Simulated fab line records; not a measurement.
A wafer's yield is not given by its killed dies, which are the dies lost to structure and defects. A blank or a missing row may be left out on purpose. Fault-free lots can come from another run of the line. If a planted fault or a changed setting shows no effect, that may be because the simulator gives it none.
A struck lot beside a sound one + flow n5_finfet + 13 steps out of a route of 1938
Sound: the wafers L347.1, L347.3, L347.5. Wafers L334.1, L334.2, L334.3 were the ones struck. Last of all comes the cause.
For every step that has rows: the tool of each side, followed by ch and its chambers, followed by its first start. Under that, the readings that differ: sound wafers + struck wafers + difference of the means + sigmas: that difference in standard deviations of wafers without a fault.
alike: same words and numbers on both sides, and readings whose means sit less than 2 such deviations apart. not compared: any withheld reading, any reading some wafer has no value for, any bound like >300 that may hide the same value, and any number with overlapping values for which the record gives no deviation.
Wherever a step has rows on one side only, a row that says differs or no value, or a row with sigmas, the two part there. Numbers that don't overlap but have no deviation are shown without sigmas and don't part them. A reading that every wafer of one side lacks parts them only if that side has two wafers or more.

first, 9 steps without rows for these wafers: N5_BEOL_M0_SAQP_COAT_34 (resist thk 30 nm); N5_BEOL_M0_SAQP_EBR_36; N5_BEOL_M0_SAQP_SOFTBAKE_35 (time 60 s); N5_BEOL_M0_SAQP_EXPOSE_37 (exposes mask M0 CUT1, target cd 30 nm); N5_BEOL_M0_SAQP_PEB_38 (peb time 60 s); N5_BEOL_M0_SAQP_DEVELOP_39 (develop time 30 s); N5_BEOL_M0_SAQP_DESCUM_45 (chemistry O2, time 7 s); N5_BEOL_M0_SAQP_ETCH_88 (etches underlayer in N2/H2, target depth 6.5 nm, time 5.2 s); N5_BEOL_M0_SAQP_ETCH_73 (etches SiARC in CF4, target depth 19.5 nm, time 32.5 s).
N5_BEOL_M0_SAQP_CUT_ETCH_46: etches SOC in N2/H2, target depth 135 nm, overetch 27 nm, time 202.5 s.
  sound on rie_diel-04 ch 0,1,2, day 9 17:52; struck on rie_diel-02 ch 1,2,3, day 6 20:20
  no value came back on the struck wafers for any of 7 readings (bias_w (W), chamber_pressure_mTorr (mTorr) and others); on the sound wafers bias_w (W) reads 150.8 150.2 149.8
| reading                                              | sound     | struck   | difference | sigmas |
|------------------------------------------------------|-----------|----------|------------|--------|
| model.SiARC_of_BEOL_M0_SAQP_COAT_72.thk_nm (nm)      | 4.8 5 4.8 | 15 15 15 | +10        |        |
| model.underlayer_of_BEOL_M0_SAQP_COAT_87.thk_nm (nm) | 0 0 0     | 5 5 5    | +5         |        |
  not compared: rf_hours_counter_h
then, 1 step without rows for these wafers: N5_BEOL_M0_SAQP_STRIP_74 (strips in N2/H2).
N5_BEOL_M4_RC_MEAS_101:
  the record has rows for the sound wafers here (prober-01 ch 0, day 14 03:51) and none for the struck ones
-- a jump in the record: the struck wafers' starts before and after are 9 days apart (it breaks off in module BEOL_M4 and resumes in module PASSIVATION, where the first step shown is number 1936 of the route) --
N5_PASSIVATION_PROBE_49:
  sound: prober-02 at day 18 16:25; struck: prober-01 at day 15 13:40
| reading                  | sound          | struck         | difference | sigmas |
|--------------------------|----------------|----------------|------------|--------|
| defect_limited_yield (%) | 89.6 87.5 90.9 | 0 0 0          | -89        | -64    |
| killed_at_M0_to_M3       | 48 71 42       | 1094 1093 1096 | +1041      | +95    |
| killed_at_front_end      | 43 22 28       | 56 51 59       | +24        | +2     |
| killed_dies              | 123 147 107    | 1180 1180 1180 | +1054      | +66    |
| killed_on_rim            | 14 24 18       | 152 152 152    | +133       | +37    |
| sort_bin_5_function (%)  | 6.3 7.5 6.1    | 96.3 96.2 95.3 | +89.3      | +95    |
| sort_n_pass              | 1057 1033 1073 | 0 0 0          | -1054      | -66    |
| sort_yield_pct (%)       | 89.6 87.5 90.9 | 0 0 0          | -89        | -64    |
  alike: killed_at_M4_up, killed_at_contacts, killed_at_other, killed_open, killed_short, sort_bin_4_leakage, sort_bin_6_memory

== WHERE THEY PART ==
Last at N5_PASSIVATION_PROBE_49 as far as this record goes, first at N5_BEOL_M0_SAQP_CUT_ETCH_46.

WHY: whatever the simulator had introduced
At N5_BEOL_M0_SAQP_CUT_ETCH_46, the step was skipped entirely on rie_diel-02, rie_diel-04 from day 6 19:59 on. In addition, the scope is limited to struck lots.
